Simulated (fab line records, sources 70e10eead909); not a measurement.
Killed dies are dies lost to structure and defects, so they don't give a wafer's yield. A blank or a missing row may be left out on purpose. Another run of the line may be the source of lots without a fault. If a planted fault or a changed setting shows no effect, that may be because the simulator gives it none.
fab line records ; flow nand_harc
record: lots: 6; wafers: 18; last_day: 32
route steps=1302 shown P_BONDPAD@360 END@1302
lots untouched by any fault: they come from a run of this same line in which no faults occurred
start_h: the number of hours between the record's first day and the start of the first shown wafer of the lot ; wait_h: time in hours since the lot's previous step ; " the same as in the row above ; L1.1+2: a single row standing in for several wafers ; - no value, or no start was given ; * or withheld: withheld ; < > ~ a bound
route shown NAME@n: names a module that has steps shown in the file, with the first one's number in the route ; usual: mean/standard deviation of fault-free wafers ; same: alike in all rows ; chamber/n: place in a boat ; sites: per-site readings ; _std_site: the values' standard deviation ; _edge_site: inner sites' mean taken away from outer sites' mean ; radius_mm: for every site, how far away it sits from the centre of the wafer ; mask NAME#n: copy n ; behind: the tool/chamber that last shaped the wafer ; hold: the reason the lot was held/the length of the hold in hours/how it ended ; device: which transistor (n, p or np) failed to switch ; end of line: tests of these same wafers at the route's end ; for a step that has no rows: nothing shown but its recipe ; killed: at the first sort, the dies lost to defects and structure; wafer yield is something else ; map: dies across one wafer; x = killed, . = not, _ = none there
set.NAME: the setting as run; set.NAME@STEP: as run at that earlier step ; model.NAME: the simulator's own value behind a step, which no gauge read
lots at selected steps of the route; one table per step, one row per wafer
services: the hour from which a tool's chamber was out of use, counted from the record's first day as start_h (under 0 if before that day), plus the number of hours and why
== steps ==
step: NHARC_P_BONDPAD_EBR_05
step: NHARC_P_BONDPAD_EXPOSE_06
recipe: na: 0.55; dose_mj: 37.06; mask_id: P_BPAD
step: NHARC_P_BONDPAD_PEB_07
recipe: peb_temp_c: 128; peb_time_s: 80
step: NHARC_P_BONDPAD_DEVELOP_08
recipe: time_s: 50; dev_temp_c: 22
step: NHARC_P_BONDPAD_CD_MEAS_09
recipe: target_cd_nm: 500; landing_energy_ev: 500
usual: cd_nm: 500.2/1.8
same: landing_energy_ev: 500
lot.wafer;tool;chamber;start_h;wait_h;cd_nm
L627.1;cd_sem-03;0;136.41;-;500.5
L627.4;cd_sem-03;0;136.41;-;500.6
L627.6;cd_sem-03;0;136.41;-;500.8
L641.2;cd_sem-02;0;277.89;-;500.2
L641.3;cd_sem-02;0;277.89;-;499.6
L641.6;cd_sem-02;0;277.89;-;497.1
L645.4;cd_sem-01;0;320.70;-;499.2
L645.5;cd_sem-01;0;320.70;-;500.4
L645.6;cd_sem-01;0;320.70;-;502.3
L646.1;cd_sem-03;0;321.68;-;499.4
L646.4;cd_sem-03;0;321.68;-;501.4
L646.6;cd_sem-03;0;321.68;-;499.5
L647.2;cd_sem-01;0;335.54;-;496.7
L647.3;cd_sem-01;0;335.54;-;499.5
L647.6;cd_sem-01;0;335.54;-;497.2
L648.2;cd_sem-03;0;352.45;-;500.3
L648.3;cd_sem-03;0;352.45;-;499.4
L648.6;cd_sem-03;0;352.45;-;497.6
step: NHARC_P_BONDPAD_OVL_MEAS_38
usual: overlay_x_nm: 0/7; overlay_y_nm: -1/7.3
lot.wafer;tool;chamber;start_h;wait_h;overlay_x_nm;overlay_y_nm
L627.1;overlay-01;-;136.50;-;-4;5
L627.4;overlay-01;-;136.50;-;-3;5
L627.6;overlay-01;-;136.50;-;-3;5
L641.2;overlay-01;-;277.98;-;13;7
L641.3;overlay-01;-;277.98;-;14;7
L641.6;overlay-01;-;277.98;-;13;7
L645.4;overlay-01;-;320.78;-;10;-8
L645.5;overlay-01;-;320.78;-;10;-8
L645.6;overlay-01;-;320.78;-;10;-8
L646.1;overlay-01;-;321.77;-;1;-3
L646.4;overlay-01;-;321.77;-;2;-3
L646.6;overlay-01;-;321.77;-;2;-3
L647.2;overlay-01;-;335.62;-;4;2
L647.3;overlay-01;-;335.62;-;4;3
L647.6;overlay-01;-;335.62;-;3;2
L648.2;overlay-02;-;352.53;-;2;8
L648.3;overlay-02;-;352.53;-;2;7
L648.6;overlay-02;-;352.53;-;2;8
step: NHARC_P_BONDPAD_HARDBAKE_10
recipe: temp_c: 118; time_s: 65
step: NHARC_P_BONDPAD_DESCUM_11
recipe: time_s: 3; o2_flow_sccm: 200; ar_flow_sccm: 0; bias_power_w: 0; chemistry: O2
usual: drypump_motor_current_A: 5.7/0.36; oes_product_au: 0.998/0.0087; rf_vpp_V: 57.7/0.95; showerhead_plenum_p_Torr: 1.88/0.087; throttle_valve_pct: 11.310/0.0096
same: bias_power_w: 0
lot.wafer;tool;chamber;start_h;wait_h;drypump_motor_current_A;oes_product_au;rf_hours_counter_h;rf_vpp_V;showerhead_plenum_p_Torr;throttle_valve_pct
L627.4;rie_diel-01;1;136.63;-;6.1;1.002;3.0;58.0;1.84;11.304
L627.1;rie_diel-01;3;136.63;-;5.9;1.000;1.6;57.9;1.93;11.312
L627.6;rie_diel-01;1;136.63;-;6.0;1.004;-;56.4;1.84;11.288
L641.3;rie_diel-10;1;278.10;-;6.2;0.987;2.1;58.6;1.88;11.312
L641.2;rie_diel-10;3;278.10;-;5.6;1.000;1.5;57.8;1.79;11.297
L641.6;rie_diel-10;2;278.10;-;5.9;1.010;-;57.4;1.81;11.316
L645.4;rie_diel-10;0;320.92;-;5.9;1.007;4.0;57.2;1.99;11.322
L645.6;rie_diel-10;2;320.92;-;5.9;1.006;-;57.4;1.81;11.304
L645.5;rie_diel-10;3;320.92;-;5.7;1.008;-;58.2;1.79;11.314
L646.4;rie_diel-05;1;321.92;-;4.9;1.000;5.0;57.2;2.04;11.303
L646.1;rie_diel-05;2;321.92;-;5.5;0.986;5.2;57.4;1.89;11.314
L646.6;rie_diel-05;0;321.92;-;5.8;0.981;-;57.7;2.01;11.324
L647.2;rie_diel-10;2;335.76;-;6.0;1.008;3.5;57.5;1.81;11.309
L647.3;rie_diel-10;3;335.76;-;5.7;0.996;3.7;58.2;1.79;11.303
L647.6;rie_diel-10;0;335.76;-;6.0;1.015;-;60.2;1.99;11.317
L648.3;rie_diel-01;1;352.66;-;6.0;1.010;4.0;57.8;1.84;11.309
L648.2;rie_diel-01;2;352.66;-;5.1;1.003;4.2;58.0;1.79;11.319
L648.6;rie_diel-01;2;352.66;-;5.1;1.004;-;57.9;1.79;11.308
step: NHARC_P_BONDPAD_ETCH_37
recipe: target_depth_a: 600; overetch_a: 180; time_s: 65.91; ion_energy_ev: 200; n2_flow_sccm: 150; h2_flow_sccm: 150; ar_flow_sccm: 0; rf_w: 400; bias_w: 150; chemistry: N2/H2
usual: drypump_motor_current_A: 5.8/0.35; oes_product_au: 1.000/0.0089; rf_vpp_V: 429.4/2.9; showerhead_plenum_p_Torr: 2.00/0.096; throttle_valve_pct: 14.171/0.0088
lot.wafer;tool;chamber;start_h;wait_h;drypump_motor_current_A;oes_product_au;rf_hours_counter_h;rf_vpp_V;showerhead_plenum_p_Torr;throttle_valve_pct
L627.1;rie_diel-01;3;136.71;0.1;5.9;1.001;1.7;432.0;2.06;14.165
L627.4;rie_diel-01;1;136.71;0.1;6.1;1.016;3.0;428.2;1.96;14.177
L627.6;rie_diel-01;3;136.71;0.1;5.9;1.016;-;431.5;2.06;14.172
L641.3;rie_diel-10;3;278.19;0.1;5.7;1.004;1.5;427.8;1.91;14.190
L641.2;rie_diel-10;0;278.19;0.1;5.9;1.019;2.1;432.4;2.13;14.172
L641.6;rie_diel-10;3;278.19;0.1;5.7;1.003;-;425.0;1.91;14.158
L645.4;rie_diel-10;3;321.00;0.1;5.7;1.013;3.3;428.3;1.90;14.170
L645.6;rie_diel-10;1;321.00;0.1;6.2;1.002;-;429.3;2.00;14.175
L645.5;rie_diel-10;2;321.00;0.1;5.9;1.008;-;427.9;1.93;14.155
L646.1;rie_diel-05;0;321.99;0.1;5.8;0.993;5.6;433.8;2.15;14.176
L646.4;rie_diel-05;3;321.99;0.1;5.4;0.993;5.9;426.4;1.91;14.168
L646.6;rie_diel-05;0;321.99;0.1;5.8;0.993;-;433.7;2.15;14.164
L647.3;rie_diel-10;2;335.85;0.1;5.9;1.010;3.5;427.2;1.93;14.178
L647.2;rie_diel-10;3;335.85;0.1;5.7;1.004;3.7;426.2;1.90;14.165
L647.6;rie_diel-10;2;335.85;0.1;5.9;1.007;-;426.4;1.93;14.174
L648.2;rie_diel-01;3;352.74;0.1;5.9;0.995;4.0;430.9;2.06;14.181
L648.3;rie_diel-01;1;352.74;0.1;6.1;1.002;4.0;426.8;1.96;14.165
L648.6;rie_diel-01;3;352.74;0.1;5.9;0.992;-;430.6;2.06;14.164
step: NHARC_P_BONDPAD_ETCH_12
recipe: target_depth_a: 2000; time_s: 100; chf3_flow_sccm: 50; o2_flow_sccm: 10; ar_flow_sccm: 200; rf_w: 500; bias_w: 200; chemistry: CHF3/O2
usual: drypump_motor_current_A: 5.7/0.36; oes_product_au: 0.939/0.022; rf_vpp_V: 369.8/2.5; showerhead_plenum_p_Torr: 2.37/0.11; throttle_valve_pct: 20.572/0.009
lot.wafer;tool;chamber;start_h;wait_h;drypump_motor_current_A;oes_product_au;rf_hours_counter_h;rf_vpp_V;showerhead_plenum_p_Torr;throttle_valve_pct
L627.1;rie_diel-01;2;-;-;5.1;0.950;2.8;367.8;2.26;20.572
L627.4;rie_diel-01;0;-;-;5.9;0.938;2.7;367.7;2.28;20.571
L627.6;rie_diel-01;1;-;-;6.1;0.949;-;368.2;2.32;20.583
L641.2;rie_diel-10;3;-;-;5.7;0.928;1.6;367.4;2.25;20.594
L641.3;rie_diel-10;2;-;-;5.9;0.923;1.6;366.8;2.28;20.558
L641.6;rie_diel-10;3;-;-;5.6;0.928;-;368.4;2.25;20.581
L645.4;rie_diel-10;1;-;-;6.2;0.918;4.0;369.3;2.36;20.581
L645.5;rie_diel-10;3;-;-;5.7;0.931;-;368.0;2.25;20.583
L645.6;rie_diel-10;0;-;-;6.0;0.937;-;372.1;2.50;20.581
L646.4;rie_diel-05;0;-;-;5.8;0.911;5.6;373.9;2.52;20.557
L646.1;rie_diel-05;3;-;-;5.3;0.924;5.9;367.7;2.25;20.562
L646.6;rie_diel-05;0;-;-;5.8;0.924;-;373.6;2.52;20.562
L647.2;rie_diel-10;3;-;-;5.7;0.968;3.7;366.5;2.25;20.563
L647.3;rie_diel-10;0;-;-;5.9;0.969;4.4;372.9;2.50;20.590
L647.6;rie_diel-10;0;-;-;6.0;0.978;-;372.5;2.50;20.563
L648.2;rie_diel-01;1;-;-;6.1;0.956;4.0;366.8;2.31;20.560
L648.3;rie_diel-01;2;-;-;5.1;0.967;4.2;368.6;2.26;20.568
L648.6;rie_diel-01;2;-;-;5.1;0.957;-;367.9;2.26;20.576
step: NHARC_P_BONDPAD_CD_MEAS_13
usual: cd_nm: 499.8/1.8
lot.wafer;tool;chamber;start_h;wait_h;cd_nm
L627.1;cd_sem-03;-;136.94;-;500.6
L627.4;cd_sem-03;-;136.94;-;500.4
L627.6;cd_sem-03;-;136.94;-;499.3
L641.2;cd_sem-02;-;278.42;-;500.6
L641.3;cd_sem-02;-;278.42;-;499.9
L641.6;cd_sem-02;-;278.42;-;496.5
L645.4;cd_sem-03;-;321.23;-;498.5
L645.5;cd_sem-03;-;321.23;-;500.5
L645.6;cd_sem-03;-;321.23;-;502.0
L646.1;cd_sem-02;-;322.22;-;498.3
L646.4;cd_sem-02;-;322.22;-;501.1
L646.6;cd_sem-02;-;322.22;-;499.3
L647.2;cd_sem-01;-;336.11;-;496.9
L647.3;cd_sem-01;-;336.11;-;498.6
L647.6;cd_sem-01;-;336.11;-;497.0
L648.2;cd_sem-03;-;352.97;-;499.6
L648.3;cd_sem-03;-;352.97;-;497.5
L648.6;cd_sem-03;-;352.97;-;497.4
step: NHARC_P_BONDPAD_STRIP_15
recipe: o2_flow_sccm: 500; ar_flow_sccm: 0; bias_w: 0; chemistry: O2
usual: drypump_motor_current_A: 5.7/0.37; oes_product_au: 1.001/0.0096; rf_vpp_V: 57.6/0.86; showerhead_plenum_p_Torr: 3.47/0.15; throttle_valve_pct: 17.037/0.0097
lot.wafer;tool;chamber;start_h;wait_h;drypump_motor_current_A;oes_product_au;rf_hours_counter_h;rf_vpp_V;showerhead_plenum_p_Torr;throttle_valve_pct
L627.1;rie_diel-10;3;137.05;0.1;5.6;0.995;4.2;57.4;3.32;17.021
L627.4;rie_diel-10;0;137.05;0.1;5.9;1.002;4.2;58.6;3.67;17.042
L627.6;rie_diel-10;1;137.05;0.1;6.2;0.988;-;57.3;3.48;17.040
L641.3;rie_diel-01;0;278.51;0.1;5.9;1.015;2.3;57.7;3.35;17.022
L641.2;rie_diel-01;1;278.51;0.1;6.1;0.994;2.4;56.6;3.40;17.033
L641.6;rie_diel-01;0;278.51;0.1;5.9;1.002;-;56.8;3.35;17.038
L645.4;rie_diel-01;1;321.33;0.1;6.0;1.004;3.2;58.2;3.40;17.026
L645.5;rie_diel-01;3;321.33;0.1;5.9;0.992;-;57.0;3.56;17.042
L645.6;rie_diel-01;0;321.33;0.1;5.9;0.989;-;57.2;3.35;17.046
L646.1;rie_diel-10;2;322.30;0.1;5.9;1.003;3.3;58.4;3.35;17.017
L646.4;rie_diel-10;0;322.30;0.1;5.9;1.003;4.1;57.6;3.66;17.040
L646.6;rie_diel-10;2;322.30;0.1;5.9;1.009;-;56.5;3.35;17.044
L647.3;rie_diel-10;0;336.18;0.1;6.0;1.006;4.5;59.5;3.66;17.045
L647.2;rie_diel-10;2;336.18;0.1;5.9;1.017;3.6;57.3;3.35;17.043
L647.6;rie_diel-10;3;336.18;0.1;5.7;1.013;-;57.2;3.32;17.045
L648.3;rie_diel-01;2;353.05;0.1;5.1;1.000;4.3;57.9;3.32;17.028
L648.2;rie_diel-01;1;353.05;0.1;6.1;1.006;4.1;58.0;3.40;17.028
L648.6;rie_diel-01;2;353.05;0.1;5.1;1.009;-;58.1;3.32;17.028
step: NHARC_P_BONDPAD_ETCH_24
recipe: target_depth_a: 300; over_etch_frac: 0.3; time_s: 72.99; ion_energy_ev: 150; cf4_flow_sccm: 50; n2_flow_sccm: 100; ar_flow_sccm: 150; rf_w: 300; bias_w: 100; chemistry: CF4/N2
usual: drypump_motor_current_A: 5.7/0.37; oes_product_au: 1.001/0.0084; over_etch_frac: 0.3/0; rf_vpp_V: 313.2/2; showerhead_plenum_p_Torr: 2.57/0.11; throttle_valve_pct: 19.795/0.0094
lot.wafer;tool;chamber;start_h;wait_h;drypump_motor_current_A;oes_product_au;over_etch_frac;rf_hours_counter_h;rf_vpp_V;showerhead_plenum_p_Torr;throttle_valve_pct
L627.4;rie_diel-10;2;137.16;-;5.9;1.017;0.3;4.1;311.3;2.49;19.803
L627.1;rie_diel-10;1;137.16;-;6.2;0.998;0.3;4.1;313.4;2.59;19.790
L627.6;rie_diel-10;3;137.16;-;5.7;0.991;0.3;-;310.9;2.47;19.783
L641.3;rie_diel-01;3;278.65;-;5.9;0.987;0.3;2.0;315.2;2.65;19.790
L641.2;rie_diel-01;0;278.65;-;5.9;1.011;0.3;2.4;311.6;2.49;19.784
L641.6;rie_diel-01;1;278.65;-;6.0;0.995;0.3;-;314.0;2.53;19.804
L645.4;rie_diel-01;2;321.45;-;5.1;0.996;0.3;3.4;312.7;2.47;19.789
L645.5;rie_diel-01;2;321.45;-;5.1;1.002;0.3;-;311.7;2.47;19.788
L645.6;rie_diel-01;3;321.45;-;5.9;0.997;0.3;-;314.4;2.65;19.805
L646.1;rie_diel-10;3;322.45;-;5.7;1.010;0.3;3.4;310.2;2.47;19.793
L646.4;rie_diel-10;2;322.45;-;5.9;1.004;0.52697;3.3;312.2;2.49;19.787
L646.6;rie_diel-10;0;322.45;-;5.9;1.011;0.3;-;316.6;2.73;19.796
L647.2;rie_diel-10;0;336.37;0.1;6.0;1.021;0.3;4.5;315.2;2.73;19.786
L647.3;rie_diel-10;2;336.37;0.1;5.9;1.003;0.52697;3.7;312.1;2.49;19.785
L647.6;rie_diel-10;2;336.37;0.1;5.9;1.009;0.52697;-;311.1;2.49;19.779
L648.3;rie_diel-01;0;353.21;-;5.9;1.011;0.3;3.9;311.0;2.49;19.799
L648.2;rie_diel-01;1;353.21;-;6.1;0.999;0.3;4.1;311.1;2.53;19.804
L648.6;rie_diel-01;3;353.21;-;5.9;0.999;0.3;-;314.8;2.65;19.790
step: NHARC_P_BONDPAD_STRIP_16
recipe: time_s: 600; temp_c: 30; chemistry: post_etch_residue_remover
step: NHARC_END_SORT_01
recipe: temp_c: 25
usual: defect_limited_yield: 90.8/2.5; killed_at_array: 58/17; killed_at_other: 1.0/1.4; killed_at_periphery: 3.6/2.4; killed_dies: 62/17; killed_open: 3.4/2; killed_short: 2.2/1.6
same: gross_dies: 677
lot.wafer;tool;chamber;start_h;wait_h;defect_limited_yield[%];killed_at_array;killed_at_other;killed_at_periphery;killed_dies;killed_open;killed_short
L627.1;prober-01;0;580.62;2.5;90.0;64;2;2;68;3;6
L627.4;prober-01;0;583.04;3.4;88.9;71;4;0;75;8;1
L627.6;prober-01;0;584.65;4.0;86.9;80;6;3;89;5;3
L641.2;prober-01;0;690.89;2.8;89.8;57;0;12;69;1;4
L641.3;prober-01;0;691.69;3.1;88.5;70;0;8;78;5;2
L641.6;prober-01;0;694.11;4.0;88.5;66;0;12;78;8;1
L645.4;prober-02;0;741.52;3.4;91.9;51;0;4;55;4;0
L645.5;prober-02;0;742.32;3.7;92.0;48;1;5;54;6;3
L645.6;prober-02;0;743.12;4.0;92.9;44;2;2;48;2;4
killed by level:class
L627.1 A_CHANNEL_HOLE_D1:chamber_film_flake=28 A_SLIT:chamber_film_flake=18 A_CONTACT:chamber_film_flake=4 A_CHANNEL_HOLE_D2:chamber_film_flake=4 A_SGD_CUT:geometric_particle:short=3 A_STAIRCASE:chamber_film_flake=2 THIN_TSV:chamber_film_flake=2 P_M2:geometric_particle:open=1
L627.4 A_CHANNEL_HOLE_D1:chamber_film_flake=31 A_SLIT:chamber_film_flake=17 A_CHANNEL_HOLE_D2:chamber_film_flake=6 THIN_TSV:chamber_film_flake=4 A_CONTACT:chamber_film_flake=4 A_STAIRCASE:chamber_film_flake=3 A_CHANNEL_FILL_D2:geometric_particle:open=2 A_CHANNEL_HOLE_D2:geometric_particle:open=1
L627.6 A_SLIT:chamber_film_flake=30 A_CHANNEL_HOLE_D1:chamber_film_flake=26 A_CONTACT:chamber_film_flake=9 A_CHANNEL_HOLE_D2:chamber_film_flake=7 THIN_TSV:chamber_film_flake=6 P_GATE:geometric_particle:open=1 P_CONTACT:geometric_particle:short=1 P_M2:geometric_particle:open=1
L641.2 A_CHANNEL_HOLE_D1:chamber_film_flake=25 A_CHANNEL_HOLE_D2:chamber_film_flake=19 P_M0:chamber_film_flake=7 A_DECK1_JOINT:chamber_film_flake=3 P_CONTACT:geometric_particle:short=2 A_WL_FILL:chamber_film_flake=2 A_CONTACT:chamber_film_flake=2 A_CHANNEL_FILL_D1:geometric_particle:short=1
L641.3 A_CHANNEL_HOLE_D1:chamber_film_flake=30 A_CHANNEL_HOLE_D2:chamber_film_flake=24 P_GATE:chamber_film_flake=4 A_M0:chamber_film_flake=3 A_CHANNEL_FILL_D1:geometric_particle:open=2 A_DECK1_JOINT:geometric_particle:open=2 P_M0:chamber_film_flake=2 A_DECK1_JOINT:chamber_film_flake=2
L641.6 A_CHANNEL_HOLE_D2:chamber_film_flake=25 A_CHANNEL_HOLE_D1:chamber_film_flake=22 P_M0:chamber_film_flake=5 A_CONTACT:chamber_film_flake=5 A_M0:chamber_film_flake=4 P_CONTACT:geometric_particle:open=2 A_M0:geometric_particle:open=2 P_GATE:chamber_film_flake=2
L645.4 A_CHANNEL_HOLE_D1:chamber_film_flake=28 A_SLIT:chamber_film_flake=5 A_WL_FILL:chamber_film_flake=5 A_CONTACT:chamber_film_flake=4 A_CHANNEL_HOLE_D2:chamber_film_flake=3 A_DECK1_JOINT:geometric_particle:open=2 P_GATE:chamber_film_flake=2 P_M0:geometric_particle:open=1
L645.5 A_CHANNEL_HOLE_D1:chamber_film_flake=23 A_CONTACT:chamber_film_flake=8 A_WL_FILL:chamber_film_flake=4 P_GATE:chamber_film_flake=3 A_CHANNEL_HOLE_D2:chamber_film_flake=2 P_M0:geometric_particle:open=1 A_SOURCE_PLATE:geometric_particle:short=1 A_ONON_D1:geometric_particle:open=1
L645.6 A_CHANNEL_HOLE_D1:chamber_film_flake=30 A_SLIT:chamber_film_flake=3 A_CHANNEL_HOLE_D1:geometric_particle:short=2 A_WL_FILL:chamber_film_flake=2 A_CONTACT:chamber_film_flake=2 THIN_TSV:chamber_film_flake=2 P_STI:geometric_particle:short=1 A_CHANNEL_FILL_D2:geometric_particle:short=1
== services ==
tool;chamber;start_h;hours;kind
rie_diel-10;3;121.79;3.3;repair
rie_diel-10;0;123.50;-;clean
rie_diel-10;1;123.50;-;clean
rie_diel-10;2;123.50;-;clean
rie_diel-10;0;148.02;-;clean
rie_diel-10;1;148.02;-;clean
rie_diel-10;2;148.02;-;clean
rie_diel-10;3;148.02;-;clean
rie_diel-10;0;172.52;-;clean
rie_diel-10;1;172.52;-;clean
rie_diel-10;2;172.52;-;clean
rie_diel-10;0;174.25;1.4;repair
rie_diel-10;2;184.67;1.4;repair
rie_diel-01;-;203.80;9.0;pm
rie_diel-05;-;215.27;0.9;repair
rie_diel-01;3;227.63;3.0;repair
rie_diel-05;-;229.60;9.0;pm
rie_diel-10;-;242.50;9.0;pm
rie_diel-01;1;288.24;5.6;repair
rie_diel-05;1;294.45;1.3;repair
rie_diel-01;1;305.40;8.1;repair
rie_diel-05;-;324.68;1.1;repair
rie_diel-10;1;329.78;10.5;repair
rie_diel-01;0;332.88;8.2;repair
== key ==
first_sign: step: NHARC_P_BONDPAD_ETCH_24; reading: over_etch_frac; direction: up; sigmas: 99+; usual: 0.3; struck: 0.52697
effect none on later readings
met_at NHARC_P_BONDPAD_ETCH_24
struck_wafers L646.4,L647.3,L647.6
onset_between 137.16 322.45
fault: kind: process_parameter_drift; tool: rie_diel-10; chamber: 2; onset_h: 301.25; steps: NHARC_P_BONDPAD_ETCH_24; channel: over_etch_frac; offset: 0.22697; shape: step; end_h: 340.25; acts_in: these_recipes_only; stated: 0.3
